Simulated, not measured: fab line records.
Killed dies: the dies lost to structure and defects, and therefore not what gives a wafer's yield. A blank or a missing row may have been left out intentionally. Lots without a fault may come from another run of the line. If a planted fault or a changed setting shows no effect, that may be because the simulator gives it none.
What tool caused it?    flow n5_finfet    11 lots with 33 wafers sampled at 5 steps, on a route of 1938 steps

## WHAT EACH GAUGE READ, for each wafer
No reading from a measuring or inspecting step in the record can be judged against a usual standard deviation.

## WHAT TOOL EACH LOT RAN ON (gives the tool, then ch and the chambers of the sampled wafers, and finally the start)
lot   N5_BEOL_M0_HM_STRIP_129              N5_MIM_BOT_ETCH_STRIP_01            N5_PASSIVATION_STRIP_14             N5_PASSIVATION_STRIP_34             N5_PASSIVATION_PROBE_49
L297  wet_bench-03 ch 3,6,7, day 5 20:35   rie_diel-01 ch 0,1,3, day 11 20:12  rie_diel-05 ch 1,2, day 11 22:13    rie_diel-01 ch 0,1, day 11 23:57    -
L299  wet_bench-01 ch 1,2,4, day 6 11:00   rie_diel-01 ch 1,2, day 12 21:26    rie_diel-05 ch 2,3, day 13 03:04    rie_diel-01 ch 2,3, day 13 05:04    -
L300  wet_bench-01 ch 3,6,7, day 6 20:23   rie_diel-02 ch 0,1,2, day 13 04:19  rie_diel-03 ch 1,2,3, day 13 05:45  rie_diel-01 ch 0,1,2, day 13 08:37  prober-01, day 13 12:47
L301  wet_bench-03 ch 0,2,7, day 6 23:48   rie_diel-01 ch 0,1, day 12 23:59    rie_diel-03 ch 0,2,3, day 13 02:49  rie_diel-02 ch 0,1,3, day 13 04:26  -
L302  wet_bench-01 ch 0,6,7, day 7 07:39   rie_diel-02 ch 1,2, day 15 14:16    rie_diel-03 ch 2,3, day 15 17:50    rie_diel-02 ch 2,3, day 15 20:48    prober-02, day 16 01:39
L310  wet_bench-03 ch 0,1,3, day 9 05:08   rie_diel-04 ch 0,2, day 16 18:54    rie_diel-05 ch 0,1,3, day 16 21:52  rie_diel-02 ch 0,1,3, day 17 00:07  prober-01, day 17 04:19
L313  wet_bench-01 ch 0,1,4, day 9 18:13   rie_diel-04 ch 0,2, day 17 05:50    rie_diel-03 ch 0,2, day 17 07:40    rie_diel-04 ch 0,2,3, day 17 09:45  -
L314  wet_bench-01 ch 0,4,7, day 10 15:07  rie_diel-01 ch 0,3, day 17 09:47    rie_diel-06 ch 1,3, day 17 14:13    rie_diel-04 ch 0,2, day 17 16:09    -
L317  wet_bench-01 ch 1,2,7, day 10 21:46  rie_diel-04 ch 1,2,3, day 18 17:00  rie_diel-03 ch 0,1,3, day 18 20:49  rie_diel-01 ch 2,3, day 18 23:28    -
L315  wet_bench-04 ch 1,4,6, day 11 01:07  rie_diel-04 ch 0,1,2, day 18 16:18  rie_diel-06 ch 0,1,2, day 18 17:53  rie_diel-04 ch 0,3, day 18 20:59    -
L320  wet_bench-01 ch 0,1,4, day 11 16:28  rie_diel-01 ch 1,2, day 18 18:34    rie_diel-05 ch 0,3, day 18 22:03    rie_diel-01 ch 1,3, day 18 23:55    -
- N5_BEOL_M0_HM_STRIP_129: strips TiN in peroxide tin strip, target depth 17 nm, time 108 s.
- N5_MIM_BOT_ETCH_STRIP_01: strips in O2.
- N5_PASSIVATION_STRIP_14: strips in O2.
- N5_PASSIVATION_STRIP_34: strips in O2.
- N5_PASSIVATION_PROBE_49

## AS READ BY THE TOOLS THEMSELVES (means over the sampled wafers that have a number; for cases with no such wafer, the mark the record gives instead)
N5_MIM_BOT_ETCH_STRIP_01. Usual: drypump_motor_current_A 5.6 A, standard deviation 0.48; oes_product_au 0.76 a.u., standard deviation 0.062; rf_vpp_V 3.7 V, standard deviation 1.4; showerhead_plenum_p_Torr 2.07 Torr, standard deviation 0.081; throttle_valve_pct 16.69 %, standard deviation 0.11.
lot   tool         drypump_motor_current_A (A)  oes_product_au (a.u.)  rf_vpp_V (V)  showerhead_plenum_p_Torr (Torr)  throttle_valve_pct (%)  flag
L297  rie_diel-01  5.8                          0.82                   3.5           2.10                             16.68                   
L299  rie_diel-01  5.4                          0.79                   3.8           2.15                             16.75                   
L300  rie_diel-02  5.7                          0.75                   4.4           2.02                             16.74                   
L301  rie_diel-01  5.8                          0.81                   3.0           2.09                             16.66                   
L302  rie_diel-02  6.0                          0.75                   2.9           1.99                             16.77                   
L310  rie_diel-04  5.2                          0.78                   4.2           2.07                             16.54                   
L313  rie_diel-04  5.7                          0.79                   4.2           2.03                             16.55                   
L314  rie_diel-01  6.2                          0.74                   3.6           2.00                             16.75                   
L317  rie_diel-04  5.2                          0.75                   3.6           2.07                             16.69                   
L315  rie_diel-04  5.4                          0.74                   2.7           2.03                             16.64                   
L320  rie_diel-01  5.3                          0.77                   3.9           2.18                             16.80                   

N5_PASSIVATION_STRIP_14. Usual: drypump_motor_current_A 5.77 A, standard deviation 0.26; oes_product_au 0.79 a.u., standard deviation 0.08; rf_vpp_V 3.7 V, standard deviation 0.96; showerhead_plenum_p_Torr 2.11 Torr, standard deviation 0.071; throttle_valve_pct 16.62 %, standard deviation 0.26.
lot   tool         drypump_motor_current_A (A)  oes_product_au (a.u.)  rf_vpp_V (V)  showerhead_plenum_p_Torr (Torr)  throttle_valve_pct (%)  flag
L297  rie_diel-05  6.00                         0.69                   3.9           2.04                             17.00                   
L299  rie_diel-05  5.91                         0.74                   3.7           2.02                             16.80                   
L300  rie_diel-03  5.83                         0.77                   3.8           2.13                             16.57                   
L301  rie_diel-03  5.59                         0.82                   3.5           2.12                             16.61                   
L302  rie_diel-03  5.64                         0.80                   3.2           2.14                             16.55                   
L310  rie_diel-05  5.71                         0.87                   3.7           2.12                             16.46                   
L313  rie_diel-03  5.66                         0.81                   4.9           2.15                             16.60                   
L314  rie_diel-06  5.56                         0.74                   2.4           2.12                             16.71                   
L317  rie_diel-03  5.79                         0.73                   4.5           2.10                             16.72                   
L315  rie_diel-06  5.76                         0.78                   3.0           2.10                             16.74                   
L320  rie_diel-05  5.64                         0.82                   4.8           2.11                             16.34                   

N5_PASSIVATION_STRIP_34. Usual: drypump_motor_current_A 5.7 A, standard deviation 0.49; oes_product_au 0.77 a.u., standard deviation 0.059; rf_vpp_V 3.4 V, standard deviation 1.7; showerhead_plenum_p_Torr 2.07 Torr, standard deviation 0.081; throttle_valve_pct 16.69 %, standard deviation 0.11.
lot   tool         drypump_motor_current_A (A)  oes_product_au (a.u.)  rf_vpp_V (V)  showerhead_plenum_p_Torr (Torr)  throttle_valve_pct (%)  flag
L297  rie_diel-01  5.8                          0.83                   3.0           2.10                             16.68                   
L299  rie_diel-01  6.0                          0.76                   4.6           2.04                             16.71                   
L300  rie_diel-01  5.6                          0.80                   3.9           2.12                             16.71                   
L301  rie_diel-02  5.8                          0.71                   3.4           2.07                             16.66                   
L302  rie_diel-02  5.8                          0.78                   2.5           2.06                             16.70                   
L310  rie_diel-02  5.8                          0.81                   4.5           2.06                             16.60                   
L313  rie_diel-04  5.5                          0.77                   2.7           2.07                             16.59                   
L314  rie_diel-04  5.2                          0.79                   4.1           2.07                             16.51                   
L317  rie_diel-01  5.9                          0.71                   3.6           2.03                             16.81                   
L315  rie_diel-04  5.7                          0.75                   3.2           2.07                             16.66                   
L320  rie_diel-01  5.8                          0.74                   2.7           2.08                             16.81                   

N5_PASSIVATION_PROBE_49. Usual: defect_limited_yield 91.5 %, standard deviation 1.5; killed_at_M0_to_M3 33, standard deviation 10; killed_at_M4_up 15, standard deviation 6.4; killed_at_contacts 12, standard deviation 5.4; killed_at_front_end 38, standard deviation 9.8; killed_at_other 4, standard deviation 3.1; killed_dies 101, standard deviation 18; killed_on_rim 13, standard deviation 3.9; killed_open 67, standard deviation 14; killed_short 33, standard deviation 7.9; sort_bin_5_function 5.0 %, standard deviation 1; sort_bin_6_memory 3.2 %, standard deviation 0.67; sort_n_pass 1079, standard deviation 18; sort_yield_pct 91.5 %, standard deviation 1.5.
lot   tool       defect_limited_yield (%)  killed_at_M0_to_M3  killed_at_M4_up  killed_at_contacts  killed_at_front_end  killed_at_other  killed_dies  killed_on_rim  killed_open  killed_short  sort_bin_5_function (%)  sort_bin_6_memory (%)  sort_n_pass  sort_yield_pct (%)  flag
L300  prober-01  83.5                      120                 11               20                  42                   1                195          31             74           27            9.8                      4.2                    985          83.5                OFF
L302  prober-02  82.8                      147                 9                14                  31                   2                203          22             67           37            10.9                     4.1                    977          82.8                OFF
L310  prober-01  91.9                      34                  18               13                  27                   3                96           14             60           33            4.7                      3.3                    1084         91.9                

## THE ANSWER, worked out from the rows above alone
Rule: take the mean of a lot's wafers that have a number; if it is more than 3 standard deviations from the usual mean, the lot is off. A lot without any number at a reading at which 4 lots or more have one is off too. The other lots that the step has rows for count as sound. After the gauges, taken in route order, come the tools' own readings; for these a lot's mean is taken, as printed above. At the first step where some lot is off, the reading lying furthest off is the one used; lots without a number count as furthest.
Off: L300, L302, at N5_PASSIVATION_PROBE_49 (killed_at_M0_to_M3). Neither off nor sound, because the step has no rows for them: L297, L299, L301, L313, L314, L317, L315, L320.
If a tool, at that step or one of the process steps before it, ran each lot that is off and ran no sound lot following the first of them, it fits. Can't be told from this: 3 tools fit, wet_bench-01 at N5_BEOL_M0_HM_STRIP_129, rie_diel-02 at N5_MIM_BOT_ETCH_STRIP_01, rie_diel-03 at N5_PASSIVATION_STRIP_14.

## WHAT THE SIMULATOR HAD INSERTED
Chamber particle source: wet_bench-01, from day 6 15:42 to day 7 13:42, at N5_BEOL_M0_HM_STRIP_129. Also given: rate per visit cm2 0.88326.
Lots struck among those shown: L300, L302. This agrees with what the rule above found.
